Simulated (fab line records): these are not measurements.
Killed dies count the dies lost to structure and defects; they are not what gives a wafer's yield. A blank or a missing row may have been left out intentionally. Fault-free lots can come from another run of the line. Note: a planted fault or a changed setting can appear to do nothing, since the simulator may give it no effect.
fab line records -- flow n5_finfet -- part 1 of 2: steps 1 to 4 of 6
record lots=21, wafers=63, last_day=17
route steps=1938 shown BEOL_M8@1368 BEOL_M9@1443
lots that met no fault: taken from a fault-free run of the same line
start_h: hours from the record's opening day to when the first of the lot's shown wafers began -- wait_h: time in hours since the lot's previous step -- " the same as in the row above -- L1.1+2: several wafers, shown together as one row -- - value missing, or start not given -- * or withheld: withheld -- < > ~ a bound
route shown NAME@n: a module of which the file shows steps, and the number in the route of the first -- usual: average and standard deviation across the fault-free wafers -- same: alike in all rows -- chamber/n: place in a boat -- sites: each site's reading -- _std_site: their standard deviation -- _edge_site: outer sites' mean less inner sites' -- radius_mm: for every site, how far away it sits from the centre of the wafer -- mask NAME#n: copy n -- behind: tool/chamber where the wafer was last shaped -- hold: why the lot was held/for how many hours/how that ended -- device: whichever transistor did not switch (one of n, p or np) -- end of line: tests of these same wafers at the route's end -- a step without rows: its recipe alone -- killed: at the first sort, the dies lost to defects and structure; wafer yield is something else -- map: the dies of a wafer, with x for killed, . for not killed, _ for no die there
set.NAME: setting as actually run; set.NAME@STEP: the setting as run at that earlier step -- model.NAME: the simulator's own value behind a step, which no gauge read
steps of the route over a sample of lots; a table a step, a row a wafer
services: from which hour (start_h, from the record's first day; less than 0 if before it) a tool's chamber was out of use, for how many hours, and why
## steps
# step N5_BEOL_M8_DESCUM_33
# recipe chemistry=O2, time_s=7, source_power_w=50, bias_power_w=20, pressure_mtorr=20, rf_frequency_hz=2.712e+07, temp_c=40, resist=CAR-EUV, o2_flow_sccm=225
# usual chamber_pressure_mTorr=19.998/0.019, drypump_motor_current_A=5.3/0.56, oes_product_au=0.83/0.099, rf_vpp_V=242.6/1.3, showerhead_plenum_p_Torr=2.07/0.073, throttle_valve_pct=20.32/0.22
lot.wafer,tool,chamber,start_h,wait_h,chamber_pressure_mTorr,drypump_motor_current_A,oes_product_au,rf_hours_counter_h,rf_vpp_V,showerhead_plenum_p_Torr,throttle_valve_pct
L074.3,rie_diel-05,0,192.44,0.2,19.996,5.9,0.92,15,244.5,2.04,19.90
L074.4,rie_diel-05,1,192.44,0.2,20.022,6.4,0.73,175,241.0,1.99,20.46
L074.5,rie_diel-05,3,192.44,0.2,20.027,4.9,0.73,-,242.2,2.01,20.64
L075.2,rie_diel-05,1,199.34,0.2,19.988,6.4,0.72,178,242.2,1.99,20.48
L075.4,rie_diel-05,2,199.34,0.2,19.993,5.2,0.82,73,242.5,2.13,20.12
L075.6,rie_diel-05,3,199.34,0.2,20.033,4.9,0.73,-,242.1,2.01,20.65
L078.1,rie_diel-04,3,210.46,0.1,19.985,4.9,0.68,215,244.2,2.14,20.64
L078.2,rie_diel-04,0,210.46,0.1,19.976,5.5,0.98,2,243.2,2.03,20.29
L078.6,rie_diel-04,1,210.46,0.1,19.991,5.3,0.92,-,244.1,2.25,20.29
L076.2,rie_diel-04,2,213.10,0.0,19.984,5.3,0.70,209,242.1,2.02,20.52
L076.5,rie_diel-04,0,213.10,0.0,20.013,5.5,0.98,-,243.4,2.03,20.30
L076.6,rie_diel-04,1,213.10,0.0,19.976,5.4,0.92,-,245.5,2.25,20.29
L080.1,rie_diel-01,3,219.70,0.0,19.986,4.9,0.98,3,243.3,2.07,20.12
L080.3,rie_diel-01,0,219.70,0.0,20.014,4.9,0.90,27,243.2,2.04,20.24
L080.5,rie_diel-01,1,219.70,0.0,20.011,4.7,0.71,-,245.1,2.15,20.56
L079.1,rie_diel-04,3,229.24,0.3,20.016,4.8,0.67,222,244.1,2.14,20.66
L079.4,rie_diel-04,0,229.24,0.3,20.003,5.5,0.97,8,242.9,2.02,20.28
L079.5,rie_diel-04,3,229.24,0.3,19.982,4.9,0.68,-,244.4,2.14,20.68
L082.1,rie_diel-01,2,246.63,0.0,19.994,6.3,0.96,8,242.6,2.03,20.12
L082.2,rie_diel-01,0,246.63,0.0,20.022,4.9,0.89,39,241.4,2.04,20.28
L082.6,rie_diel-01,0,246.63,0.0,19.998,4.9,0.88,-,243.0,2.04,20.29
L081.2,rie_diel-01,2,247.13,0.5,19.992,6.3,0.96,8,242.5,2.03,20.12
L081.4,rie_diel-01,3,247.13,0.5,19.999,4.9,0.94,15,241.6,2.07,20.13
L081.6,rie_diel-01,3,247.13,0.5,19.974,4.9,0.95,-,240.2,2.07,20.15
L083.3,rie_diel-01,0,254.04,0.0,19.996,4.9,0.88,41,243.5,2.04,20.27
L083.5,rie_diel-01,0,254.04,0.0,20.005,4.9,0.88,-,241.4,2.04,20.30
L083.6,rie_diel-01,3,254.04,0.0,20.022,4.9,0.93,-,243.7,2.07,20.14
L084.2,rie_diel-05,3,262.26,0.0,20.011,4.8,0.71,217,242.0,2.00,20.66
L084.3,rie_diel-05,0,262.26,0.0,19.992,6.0,0.87,41,242.0,2.03,19.94
L084.6,rie_diel-05,1,262.26,0.0,19.987,6.4,0.71,-,240.4,1.99,20.50
L085.1,rie_diel-01,1,264.98,0.1,19.984,4.7,0.71,231,243.8,2.14,20.58
L085.3,rie_diel-01,3,264.98,0.1,19.985,4.9,0.93,20,241.7,2.06,20.13
L085.6,rie_diel-01,1,264.98,0.1,20.008,4.7,0.70,-,243.2,2.14,20.59
L086.1,rie_diel-05,0,266.04,0.6,19.979,6.0,0.86,43,242.4,2.03,19.93
L086.2,rie_diel-05,3,266.04,0.6,19.990,4.9,0.71,219,242.5,2.00,20.68
L086.5,rie_diel-05,2,266.04,0.6,19.991,5.2,0.80,-,243.3,2.12,20.16
L087.1,rie_diel-04,2,278.43,0.0,19.989,5.3,0.68,232,242.2,2.02,20.53
L087.4,rie_diel-04,1,278.43,0.0,19.976,5.3,0.89,38,244.7,2.24,20.33
L087.6,rie_diel-04,1,278.43,0.0,19.981,5.3,0.88,-,244.5,2.24,20.33
L090.2,rie_diel-05,3,296.38,0.3,19.992,4.9,0.70,226,242.3,2.00,20.68
L090.5,rie_diel-05,2,296.38,0.3,19.997,5.2,0.79,-,242.0,2.12,20.18
L090.6,rie_diel-05,1,296.38,0.3,20.017,6.4,0.70,-,240.8,1.99,20.52
L091.4,rie_diel-05,3,296.92,0.7,19.994,4.9,0.70,226,240.6,2.00,20.68
L091.5,rie_diel-05,2,296.92,0.7,19.980,5.2,0.79,-,243.0,2.12,20.16
L091.6,rie_diel-05,1,296.92,0.7,19.988,6.4,0.71,-,242.7,1.99,20.50
L093.3,rie_diel-04,0,313.61,0.0,19.992,5.4,0.88,40,242.5,2.01,20.34
L093.5,rie_diel-04,2,313.61,0.0,19.997,5.3,0.67,-,240.8,2.01,20.56
L093.6,rie_diel-04,1,313.61,0.0,19.982,5.3,0.85,-,244.9,2.23,20.36
L092.2,rie_diel-01,1,314.03,0.3,19.997,4.7,0.68,249,245.1,2.14,20.62
L092.3,rie_diel-01,0,314.03,0.3,20.012,4.9,0.84,61,242.4,2.03,20.32
L092.5,rie_diel-01,2,314.03,0.3,19.960,6.3,0.90,-,240.7,2.03,20.14
L094.1,rie_diel-05,3,316.12,0.2,19.936,4.9,0.70,234,241.2,1.99,20.70
L094.3,rie_diel-05,1,316.12,0.2,19.973,6.4,0.70,210,241.1,1.98,20.52
L094.5,rie_diel-05,1,316.12,0.2,20.011,6.4,0.71,-,241.7,1.98,20.52
L095.3,rie_diel-04,0,334.83,0.3,19.988,5.5,0.85,50,239.9,2.01,20.38
L095.4,rie_diel-04,1,334.83,0.3,19.985,5.3,0.84,-,245.1,2.23,20.38
L095.5,rie_diel-04,3,334.83,0.3,20.000,4.9,0.96,-,243.1,2.13,20.26
L096.3,rie_diel-04,3,337.14,0.0,19.992,4.9,0.95,8,242.6,2.13,20.27
L096.5,rie_diel-04,1,337.14,0.0,19.977,5.3,0.85,-,245.1,2.23,20.37
L096.6,rie_diel-04,0,337.14,0.0,19.994,5.5,0.86,-,241.4,2.01,20.37
L097.1,rie_diel-05,2,337.34,0.0,20.019,5.2,0.78,113,242.5,2.12,20.18
L097.2,rie_diel-05,1,337.34,0.0,19.990,6.4,0.70,216,239.2,1.98,20.52
L097.6,rie_diel-05,3,337.34,0.0,20.015,4.9,0.69,-,241.7,1.99,20.71
# step N5_BEOL_M8_STRIP_80
# recipe chemistry=N2/H2, time_s=10, power_w=450, temp_c=40, pressure_mtorr=20, rf_frequency_hz=6e+07, bias_power_w=7, n2_flow_sccm=200, h2_flow_sccm=200
# usual chamber_pressure_mTorr=20.000/0.017, drypump_motor_current_A=5.3/0.55, oes_product_au=0.82/0.097, rf_vpp_V=58.9/0.89, showerhead_plenum_p_Torr=2.51/0.08, throttle_valve_pct=23.54/0.3
lot.wafer,tool,chamber,start_h,wait_h,chamber_pressure_mTorr,drypump_motor_current_A,oes_product_au,rf_hours_counter_h,rf_vpp_V,showerhead_plenum_p_Torr,throttle_valve_pct
L074.3,rie_diel-05,0,-,-,19.999,6.0,0.92,15,59.5,2.50,23.20
L074.4,rie_diel-05,1,-,-,19.980,6.4,0.72,175,57.2,2.45,23.96
L074.5,rie_diel-05,3,-,-,19.994,4.9,0.73,-,58.3,2.42,23.60
L075.2,rie_diel-05,1,-,-,19.999,6.5,0.73,178,60.4,2.45,23.97
L075.4,rie_diel-05,2,-,-,20.021,5.2,0.83,73,59.3,2.56,22.99
L075.6,rie_diel-05,3,-,-,20.016,4.9,0.72,-,60.1,2.42,23.63
L078.1,rie_diel-04,3,-,-,19.947,4.9,0.68,215,59.5,2.60,23.89
L078.2,rie_diel-04,0,-,-,19.996,5.5,0.98,2,59.1,2.50,23.90
L078.6,rie_diel-04,1,-,-,20.005,5.3,0.92,-,60.8,2.70,23.64
L076.2,rie_diel-04,2,-,-,20.017,5.3,0.70,209,58.8,2.43,23.72
L076.5,rie_diel-04,0,-,-,20.018,5.5,0.97,-,59.6,2.50,23.90
L076.6,rie_diel-04,1,-,-,19.972,5.4,0.92,-,59.6,2.70,23.65
L080.1,rie_diel-01,3,-,-,19.989,4.9,0.98,4,58.4,2.51,23.30
L080.3,rie_diel-01,0,-,-,20.013,4.9,0.89,28,58.7,2.46,23.32
L080.5,rie_diel-01,1,-,-,20.004,4.7,0.70,-,59.7,2.61,23.77
L079.1,rie_diel-04,3,-,-,19.992,4.9,0.67,223,59.6,2.60,23.90
L079.4,rie_diel-04,0,-,-,19.984,5.5,0.95,9,58.8,2.49,23.92
L079.5,rie_diel-04,3,-,-,20.021,4.9,0.67,-,60.1,2.60,23.90
L082.1,rie_diel-01,2,-,-,20.000,6.3,0.95,8,60.2,2.50,23.48
L082.2,rie_diel-01,0,-,-,19.975,4.9,0.87,39,59.6,2.45,23.32
L082.6,rie_diel-01,0,-,-,20.009,4.9,0.88,-,57.9,2.45,23.32
L081.2,rie_diel-01,2,-,-,20.031,6.3,0.96,8,60.7,2.50,23.47
L081.4,rie_diel-01,3,-,-,20.013,4.9,0.93,15,59.4,2.50,23.32
L081.6,rie_diel-01,3,-,-,19.984,4.9,0.92,-,58.5,2.50,23.31
L083.3,rie_diel-01,0,-,-,20.009,4.9,0.87,41,59.4,2.45,23.33
L083.5,rie_diel-01,0,-,-,19.987,4.9,0.87,-,59.1,2.45,23.33
L083.6,rie_diel-01,3,-,-,20.004,4.9,0.93,-,57.8,2.50,23.31
L084.2,rie_diel-05,0,-,-,19.997,5.9,0.87,41,59.3,2.49,23.23
L084.3,rie_diel-05,3,-,-,19.978,4.9,0.71,217,57.4,2.41,23.63
L084.6,rie_diel-05,2,-,-,20.011,5.2,0.80,-,58.5,2.55,23.03
L085.1,rie_diel-01,1,-,-,20.014,4.7,0.70,231,59.4,2.60,23.79
L085.3,rie_diel-01,3,-,-,19.998,4.9,0.93,20,58.9,2.50,23.32
L085.6,rie_diel-01,1,-,-,19.989,4.7,0.70,-,59.1,2.60,23.80
L086.1,rie_diel-05,0,-,-,19.992,6.0,0.86,43,58.2,2.49,23.22
L086.2,rie_diel-05,3,-,-,19.978,4.8,0.71,219,60.2,2.41,23.65
L086.5,rie_diel-05,2,-,-,20.019,5.2,0.80,-,59.6,2.55,23.06
L087.1,rie_diel-04,2,-,-,20.014,5.3,0.68,232,57.7,2.43,23.71
L087.4,rie_diel-04,1,-,-,19.999,5.3,0.89,38,60.4,2.69,23.69
L087.6,rie_diel-04,1,-,-,19.991,5.3,0.89,-,61.1,2.69,23.65
L090.2,rie_diel-05,3,-,-,19.991,4.9,0.70,226,59.3,2.40,23.66
L090.5,rie_diel-05,2,-,-,20.017,5.2,0.79,-,58.2,2.54,23.04
L090.6,rie_diel-05,1,-,-,19.987,6.5,0.70,-,59.7,2.44,24.00
L091.4,rie_diel-05,3,-,-,19.994,4.9,0.70,226,58.0,2.40,23.64
L091.5,rie_diel-05,2,-,-,19.989,5.2,0.79,-,58.8,2.54,23.04
L091.6,rie_diel-05,1,-,-,20.000,6.4,0.71,-,58.2,2.44,23.99
L093.3,rie_diel-04,0,-,-,20.039,5.5,0.88,40,59.8,2.48,23.98
L093.5,rie_diel-04,2,-,-,19.980,5.3,0.67,-,59.6,2.42,23.75
L093.6,rie_diel-04,1,-,-,20.038,5.3,0.85,-,58.4,2.69,23.71
L092.2,rie_diel-01,1,-,-,19.978,4.7,0.68,249,58.7,2.60,23.80
L092.3,rie_diel-01,0,-,-,19.991,4.9,0.84,61,57.4,2.44,23.36
L092.5,rie_diel-01,2,-,-,19.979,6.3,0.90,-,59.3,2.49,23.53
L094.1,rie_diel-05,3,-,-,19.973,4.8,0.69,235,58.6,2.40,23.64
L094.3,rie_diel-05,1,-,-,20.018,6.4,0.70,210,58.5,2.43,24.01
L094.5,rie_diel-05,1,-,-,20.007,6.4,0.70,-,57.3,2.43,24.01
L095.3,rie_diel-04,0,-,-,19.983,5.5,0.87,50,57.1,2.48,23.97
L095.4,rie_diel-04,1,-,-,19.986,5.3,0.84,-,58.5,2.68,23.71
L095.5,rie_diel-04,3,-,-,20.021,4.9,0.95,-,60.0,2.58,23.50
L096.3,rie_diel-04,3,-,-,19.978,4.9,0.95,8,57.2,2.58,23.48
L096.5,rie_diel-04,1,-,-,19.978,5.4,0.84,-,59.4,2.68,23.72
L096.6,rie_diel-04,0,-,-,20.017,5.5,0.87,-,58.4,2.48,23.96
L097.1,rie_diel-05,2,-,-,20.000,5.3,0.78,113,59.0,2.54,23.06
L097.2,rie_diel-05,1,-,-,19.973,6.4,0.71,216,58.7,2.43,24.01
L097.6,rie_diel-05,3,-,-,20.039,4.9,0.69,-,57.9,2.40,23.69
# step N5_BEOL_M8_CD_MEAS_35
# recipe target_cd_nm=40, polarity=opening
# usual cd_nm=40.4/0.71
lot.wafer,tool,chamber,start_h,wait_h,cd_nm
L074.3,cd_sem-03,-,193.03,0.0,40.0
L074.4,cd_sem-03,-,193.03,0.0,41.1
L074.5,cd_sem-03,-,193.03,0.0,40.6
L075.2,cd_sem-03,-,199.93,0.0,41.3
L075.4,cd_sem-03,-,199.93,0.0,40.7
L075.6,cd_sem-03,-,199.93,0.0,40.7
L078.1,cd_sem-01,-,211.04,0.0,40.4
L078.2,cd_sem-01,-,211.04,0.0,40.7
L078.6,cd_sem-01,-,211.04,0.0,40.1
L076.2,cd_sem-03,-,213.69,0.0,40.8
L076.5,cd_sem-03,-,213.69,0.0,39.4
L076.6,cd_sem-03,-,213.69,0.0,40.4
L080.1,cd_sem-01,-,220.28,0.0,40.7
L080.3,cd_sem-01,-,220.28,0.0,41.6
L080.5,cd_sem-01,-,220.28,0.0,40.2
L079.1,cd_sem-01,-,229.82,0.0,40.5
L079.4,cd_sem-01,-,229.82,0.0,40.6
L079.5,cd_sem-01,-,229.82,0.0,39.2
L082.1,cd_sem-01,-,247.21,0.0,39.8
L082.2,cd_sem-01,-,247.21,0.0,39.9
L082.6,cd_sem-01,-,247.21,0.0,40.2
L081.2,cd_sem-01,-,247.71,0.0,40.9
L081.4,cd_sem-01,-,247.71,0.0,40.2
L081.6,cd_sem-01,-,247.71,0.0,41.4
L083.3,cd_sem-02,-,254.62,0.0,40.4
L083.5,cd_sem-02,-,254.62,0.0,41.0
L083.6,cd_sem-02,-,254.62,0.0,41.1
L084.2,cd_sem-01,-,262.84,0.0,40.7
L084.3,cd_sem-01,-,262.84,0.0,41.7
L084.6,cd_sem-01,-,262.84,0.0,40.2
L085.1,cd_sem-01,-,265.57,0.0,40.2
L085.3,cd_sem-01,-,265.57,0.0,40.6
L085.6,cd_sem-01,-,265.57,0.0,40.4
L086.1,cd_sem-01,-,266.63,0.0,39.8
L086.2,cd_sem-01,-,266.63,0.0,40.4
L086.5,cd_sem-01,-,266.63,0.0,40.5
L087.1,cd_sem-02,-,279.01,0.0,39.8
L087.4,cd_sem-02,-,279.01,0.0,40.4
L087.6,cd_sem-02,-,279.01,0.0,39.7
L090.2,cd_sem-01,-,296.97,0.0,39.3
L090.5,cd_sem-01,-,296.97,0.0,40.7
L090.6,cd_sem-01,-,296.97,0.0,39.8
L091.4,cd_sem-03,-,297.51,0.0,40.0
L091.5,cd_sem-03,-,297.51,0.0,41.9
L091.6,cd_sem-03,-,297.51,0.0,39.5
L093.3,cd_sem-03,-,314.20,0.0,39.8
L093.5,cd_sem-03,-,314.20,0.0,41.1
L093.6,cd_sem-03,-,314.20,0.0,41.1
L092.2,cd_sem-03,-,314.61,0.0,40.0
L092.3,cd_sem-03,-,314.61,0.0,39.5
L092.5,cd_sem-03,-,314.61,0.0,39.7
L094.1,cd_sem-03,-,316.71,0.0,41.2
L094.3,cd_sem-03,-,316.71,0.0,40.9
L094.5,cd_sem-03,-,316.71,0.0,40.8
L095.3,cd_sem-03,-,335.42,0.0,38.9
L095.4,cd_sem-03,-,335.42,0.0,39.4
L095.5,cd_sem-03,-,335.42,0.0,39.0
L096.3,cd_sem-03,-,337.73,0.0,39.8
L096.5,cd_sem-03,-,337.73,0.0,39.8
L096.6,cd_sem-03,-,337.73,0.0,41.1
L097.1,cd_sem-01,-,337.93,0.0,39.6
L097.2,cd_sem-01,-,337.93,0.0,40.4
L097.6,cd_sem-01,-,337.93,0.0,40.9
# step N5_BEOL_M8_SPUTTER_48
# recipe material=Cu, target_thk_a=100, temp_c=-20, bias_v=60, power_w=26000, chamber_pressure_pa=0.13, time_s=1.667
# usual throttle_valve_pct=30.2/0.99
lot.wafer,tool,chamber,start_h,wait_h,throttle_valve_pct
L074.3,pvd_sputter-01,-,194.60,0.1,29.0
L074.4,pvd_sputter-01,-,194.60,0.1,29.2
L074.5,pvd_sputter-01,-,194.60,0.1,29.1
L075.2,pvd_sputter-02,-,201.75,0.1,30.9
L075.4,pvd_sputter-02,-,201.75,0.1,30.3
L075.6,pvd_sputter-02,-,201.75,0.1,30.8
L078.1,pvd_sputter-01,-,213.55,0.1,29.1
L078.2,pvd_sputter-01,-,213.55,0.1,31.6
L078.6,pvd_sputter-01,-,213.55,0.1,29.3
L076.2,pvd_sputter-02,-,216.34,1.4,31.7
L076.5,pvd_sputter-02,-,216.34,1.4,30.8
L076.6,pvd_sputter-02,-,216.34,1.4,30.0
L080.1,pvd_sputter-01,-,221.87,0.1,29.0
L080.3,pvd_sputter-01,-,221.87,0.1,31.4
L080.5,pvd_sputter-01,-,221.87,0.1,28.9
L079.1,pvd_sputter-03,-,231.01,0.1,30.3
L079.4,pvd_sputter-03,-,231.01,0.1,29.4
L079.5,pvd_sputter-03,-,231.01,0.1,29.9
L082.1,pvd_sputter-02,-,248.80,0.1,30.4
L082.2,pvd_sputter-02,-,248.80,0.1,31.3
L082.6,pvd_sputter-02,-,248.80,0.1,31.0
L081.2,pvd_sputter-03,-,249.27,0.2,29.7
L081.4,pvd_sputter-03,-,249.27,0.2,30.2
L081.6,pvd_sputter-03,-,249.27,0.2,27.9
L083.3,pvd_sputter-02,-,255.94,0.1,29.5
L083.5,pvd_sputter-02,-,255.94,0.1,29.3
L083.6,pvd_sputter-02,-,255.94,0.1,31.3
L084.2,pvd_sputter-01,-,264.46,0.5,29.1
L084.3,pvd_sputter-01,-,264.46,0.5,31.1
L084.6,pvd_sputter-01,-,264.46,0.5,31.1
L085.1,pvd_sputter-03,-,267.00,0.1,30.1
L085.3,pvd_sputter-03,-,267.00,0.1,28.5
L085.6,pvd_sputter-03,-,267.00,0.1,28.6
L086.1,pvd_sputter-03,-,269.28,0.1,29.5
L086.2,pvd_sputter-03,-,269.28,0.1,30.1
L086.5,pvd_sputter-03,-,269.28,0.1,30.1
L087.1,pvd_sputter-02,-,280.73,0.1,30.3
L087.4,pvd_sputter-02,-,280.73,0.1,30.9
L087.6,pvd_sputter-02,-,280.73,0.1,30.4
L090.2,pvd_sputter-03,-,299.09,0.1,28.2
L090.5,pvd_sputter-03,-,299.09,0.1,30.3
L090.6,pvd_sputter-03,-,299.09,0.1,28.3
L091.4,pvd_sputter-02,-,299.31,0.0,30.6
L091.5,pvd_sputter-02,-,299.31,0.0,29.6
L091.6,pvd_sputter-02,-,299.31,0.0,31.5
L093.3,pvd_sputter-01,-,315.42,0.1,31.4
L093.5,pvd_sputter-01,-,315.42,0.1,31.8
L093.6,pvd_sputter-01,-,315.42,0.1,31.0
L092.2,pvd_sputter-01,-,316.28,0.1,31.4
L092.3,pvd_sputter-01,-,316.28,0.1,31.0
L092.5,pvd_sputter-01,-,316.28,0.1,31.6
L094.1,pvd_sputter-01,-,321.27,0.4,29.1
L094.3,pvd_sputter-01,-,321.27,0.4,31.6
L094.5,pvd_sputter-01,-,321.27,0.4,29.0
L095.3,pvd_sputter-01,-,337.91,1.0,29.0
L095.4,pvd_sputter-01,-,337.91,1.0,29.0
L095.5,pvd_sputter-01,-,337.91,1.0,29.0
L097.1,pvd_sputter-02,-,339.03,0.1,30.3
L097.2,pvd_sputter-02,-,339.03,0.1,31.4
L097.6,pvd_sputter-02,-,339.03,0.1,29.5
L096.3,pvd_sputter-02,-,339.11,0.1,30.4
L096.5,pvd_sputter-02,-,339.11,0.1,30.8
L096.6,pvd_sputter-02,-,339.11,0.1,29.8
